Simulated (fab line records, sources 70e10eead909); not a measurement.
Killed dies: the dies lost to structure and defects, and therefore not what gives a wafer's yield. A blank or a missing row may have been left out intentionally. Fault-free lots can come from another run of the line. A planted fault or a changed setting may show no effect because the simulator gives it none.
Which tool did it? ; flow nandHarc ; 24 lots with 72 wafers sampled at 3 steps, on a route of 1302 steps

== WHAT EACH GAUGE READ, for each wafer ==
NHARC_A_SLIT_OVL_MEAS_10. Usual: overlayXNm -0.2 nm, standard deviation 0.72; overlayYNm -0.1 nm, standard deviation 0.87.
lot;measured;on;overlayXNm (nm);overlayYNm (nm);flag
L074;day 19 17:15;overlay-01;-1.6 -1.8 -1.0;-0.2 0.3 0.5;
L075;day 20 07:49;overlay-01;-1.1 -0.6 -0.1;0.2 -0.2 0.9;
L076;day 20 07:28;overlay-01;-0.7 -0.9 -0.3;-0.9 -1.4 -0.8;
L077;day 20 08:23;overlay-02;0.7 0.7 0.8;-1.0 -1.5 -1.1;
L078;day 21 00:23;overlay-02;-1.2 -1.0 0.0;-0.2 -1.4 -0.8;
L079;day 21 11:04;overlay-01;0.4 0.4 -0.1;0.8 0.9 0.3;
L080;day 22 02:43;overlay-02;0.6 0.3 1.0;0.3 0.5 0.8;
L081;day 23 04:15;overlay-01;0.2 -0.5 0.0;-0.7 -1.1 -0.7;
L082;day 23 16:55;overlay-02;-0.2 -0.1 -0.2;-0.9 -0.6 -0.3;
L083;day 23 16:46;overlay-01;-0.1 -0.3 0.0;1.4 1.4 0.9;
L084;day 24 00:11;overlay-01;-1.6 -0.9 -1.6;-1.1 -0.9 -1.2;
L085;day 24 08:28;overlay-01;-0.3 0.1 0.1;0.2 0.6 1.3;
L087;day 25 09:40;overlay-02;-0.4 0.2 -0.1;0.4 0.6 1.0;
L086;day 25 09:18;overlay-02;-0.6 0.3 0.1;-1.0 -0.7 -0.9;
L088;day 25 12:44;overlay-02;-0.9 -1.0 -1.3;-0.3 -0.6 -0.5;
L089;day 26 06:07;overlay-01;-0.6 -0.6 -0.7;-0.1 -0.1 0.1;
L090;day 26 09:19;overlay-02;-0.1 0.2 -0.2;-1.9 -2.2 -1.9;
L091;day 26 05:30;overlay-01;0.6 -0.1 0.2;-0.2 -0.1 -0.3;
L092;day 27 06:14;overlay-02;-0.2 0.3 0.3;0.2 0.5 0.7;
L094;day 27 15:17;overlay-01;0.6 0.5 0.5;-0.3 -0.1 -0.5;
L093;day 27 15:19;overlay-02;-0.4 -0.5 -0.7;-0.8 -1.0 -1.1;
L095;day 28 11:59;overlay-01;-0.2 -0.2 -0.1;1.0 1.3 0.9;
L097;day 29 13:15;overlay-01;1.5 1.2 1.1;0.7 0.9 1.3;
L096;day 29 20:14;overlay-01;0.2 0.1 -0.1;1.2 0.6 0.6;

== WHAT TOOL EACH LOT RAN ON (gives the tool, then ch and the chambers of the sampled wafers, and finally the start) ==
lot;NHARC_A_STAIRCASE_ETCH_444;NHARC_A_SGD_CUT_STRIP_17
L074;rieDiel-05 ch 1,2,3, day 18 16:18;rieDiel-06 ch 0,1,2, day 19 17:15 or earlier
L075;rieDiel-04 ch 0,2,3, day 19 06:46;rieDiel-02 ch 0,1,3, day 20 07:49 or earlier
L076;rieDiel-05 ch 0,1, day 19 07:14;rieDiel-08 ch 0,1,3, day 20 07:28 or earlier
L077;rieDiel-04 ch 0,2,3, day 19 11:02;rieDiel-06 ch 0,1,3, day 20 08:23 or earlier
L078;rieDiel-05 ch 0,3, day 20 03:40;rieDiel-02 ch 0,1, day 21 00:23 or earlier
L079;rieDiel-05 ch 0,1,3, day 20 11:48;rieDiel-08 ch 0,1,3, day 21 11:04 or earlier
L080;rieDiel-04 ch 0,1, day 21 04:45;rieDiel-08 ch 0,1,3, day 22 02:43 or earlier
L081;rieDiel-05 ch 0,1,2, day 22 09:51;rieDiel-06 ch 1,2, day 23 04:15 or earlier
L082;rieDiel-11 ch 0,1,3, day 22 16:53;rieDiel-08 ch 0,1,2, day 23 16:55 or earlier
L083;rieDiel-04 ch 1,2, day 22 17:40;rieDiel-08 ch 1,2, day 23 16:46 or earlier
L084;rieDiel-04 ch 1,2,3, day 23 01:49;rieDiel-08 ch 0,2,3, day 24 00:11 or earlier
L085;rieDiel-11 ch 0,2,3, day 23 11:27;rieDiel-02 ch 0,2,3, day 24 08:28 or earlier
L087;rieDiel-05 ch 1,2, day 24 08:45;rieDiel-08 ch 0,1,3, day 25 09:40 or earlier
L086;rieDiel-04 ch 1,2,3, day 24 09:34;rieDiel-08 ch 0,1,3, day 24 18:52
L088;rieDiel-11 ch 0,2,3, day 24 09:51;rieDiel-06 ch 1,2, day 25 12:44 or earlier
L089;rieDiel-04 ch 0,3, day 25 08:24;rieDiel-06 ch 1,2,3, day 26 06:07 or earlier
L090;rieDiel-11 ch 1,3, day 25 08:50;rieDiel-08 ch 0,1,3, day 26 09:19 or earlier
L091;rieDiel-11 ch 1,2,3, day 25 11:24;rieDiel-08 ch 0,1,2, day 26 05:30 or earlier
L092;rieDiel-05 ch 0,3, day 26 07:37;rieDiel-08 ch 0,1, day 27 06:14 or earlier
L094;rieDiel-05 ch 0,2,3, day 26 19:30;rieDiel-02 ch 0,2,3, day 27 15:17 or earlier
L093;rieDiel-11 ch 0,2,3, day 26 19:39;rieDiel-06 ch 0,1,3, day 27 15:19 or earlier
L095;rieDiel-05 ch 0,2,3, day 27 17:25;rieDiel-02 ch 1,2,3, day 28 11:59 or earlier
L097;rieDiel-05 ch 1,2,3, day 28 17:39;rieDiel-08 ch 0,3, day 29 13:15 or earlier
L096;rieDiel-11 ch 0,1, day 28 22:56;rieDiel-06 ch 2,3, day 29 20:14 or earlier
- NHARC_A_STAIRCASE_ETCH_444: etches the open film in C4F8/O2, target depth 20400 nm, time 6800 s.
- NHARC_A_SGD_CUT_STRIP_17: strips in O2.

== AS READ BY THE TOOLS THEMSELVES (means over the sampled wafers that have a number; for cases with no such wafer, the mark the record gives instead) ==
NHARC_A_STAIRCASE_ETCH_444. Usual: oesProductAu 0.940 a.u., standard deviation 0.022; rfVppV 808 V, standard deviation 5.6.
lot;tool;oesProductAu (a.u.);rfVppV (V);flag
L074;rieDiel-05;0.974;807;
L075;rieDiel-04;0.925;805;
L076;rieDiel-05;0.968;809;
L077;rieDiel-04;0.916;806;
L078;rieDiel-05;0.974;812;
L079;rieDiel-05;0.935;809;
L080;rieDiel-04;0.926;805;
L081;rieDiel-05;0.931;805;
L082;rieDiel-11;0.923;810;
L083;rieDiel-04;0.922;812;
L084;rieDiel-04;0.928;808;
L085;rieDiel-11;0.926;806;
L087;rieDiel-05;0.924;801;
L086;rieDiel-04;0.974;808;
L088;rieDiel-11;0.929;807;
L089;rieDiel-04;0.951;802;
L090;rieDiel-11;0.921;814;
L091;rieDiel-11;0.918;807;
L092;rieDiel-05;0.972;814;
L094;rieDiel-05;0.948;808;
L093;rieDiel-11;0.963;811;
L095;rieDiel-05;0.978;808;
L097;rieDiel-05;0.925;805;
L096;rieDiel-11;0.916;807;

NHARC_A_SGD_CUT_STRIP_17. Usual: drypumpMotorCurrentA 5.6 A, standard deviation 0.55; oesProductAu 1.000 a.u., standard deviation 0.011; rfVppV 57.7 V, standard deviation 1.1; showerheadPlenumPTorr 3.50 Torr, standard deviation 0.14; throttleValvePct 17.037 %, standard deviation 0.0088.
lot;tool;drypumpMotorCurrentA (A);oesProductAu (a.u.);rfVppV (V);showerheadPlenumPTorr (Torr);throttleValvePct (%);flag
L074;rieDiel-06;5.5;1.009;56.5;3.40;17.033;
L075;rieDiel-02;5.7;1.009;58.1;3.42;17.039;
L076;rieDiel-08;5.8;1.019;57.3;3.58;17.042;
L077;rieDiel-06;5.8;1.001;57.5;3.49;17.035;
L078;rieDiel-02;5.4;0.998;56.5;3.33;17.041;
L079;rieDiel-08;5.7;1.008;58.1;3.58;17.032;
L080;rieDiel-08;5.7;1.008;58.9;3.58;17.030;
L081;rieDiel-06;5.4;1.003;57.6;3.44;17.046;
L082;rieDiel-08;5.4;1.008;57.7;3.46;17.037;
L083;rieDiel-08;5.0;1.018;57.3;3.45;17.039;
L084;rieDiel-08;5.7;1.004;57.8;3.55;17.037;
L085;rieDiel-02;5.9;0.998;57.9;3.52;17.043;
L087;rieDiel-08;5.7;1.000;57.7;3.57;17.036;
L086;rieDiel-08;5.7;0.993;58.7;3.57;17.043;
L088;rieDiel-06;5.0;0.998;56.4;3.44;17.034;
L089;rieDiel-06;5.3;1.007;57.7;3.53;17.033;
L090;rieDiel-08;5.7;0.998;58.0;3.57;17.041;
L091;rieDiel-08;5.4;1.001;58.3;3.46;17.031;
L092;rieDiel-08;5.9;0.997;57.1;3.50;17.039;
L094;rieDiel-02;5.9;1.004;58.1;3.52;17.037;
L093;rieDiel-06;5.8;1.002;57.0;3.48;17.038;
L095;rieDiel-02;5.8;0.990;58.4;3.51;17.038;
L097;rieDiel-08;6.2;0.986;58.8;3.58;17.036;
L096;rieDiel-06;5.2;1.003;57.2;3.60;17.040;

== THE ANSWER, worked out from the rows above alone ==
Rule: take the mean of a lot's wafers that have a number; if it is more than 3 standard deviations from the usual mean, the lot is off. Also off: a lot with no number at a reading for which 4 or more lots have one. All remaining lots with rows at the step are treated as sound. Order of review: gauges by route order, followed by the tools' own readings, for which a lot's mean as printed above is used. The first step at which some lot is off is used, and at that step the reading that is off furthest; a lot without a number counts as furthest.
Across all readings shown, no lot is off: no conclusion can be drawn from this.

== WHAT THE SIMULATOR HAD PUT IN ==
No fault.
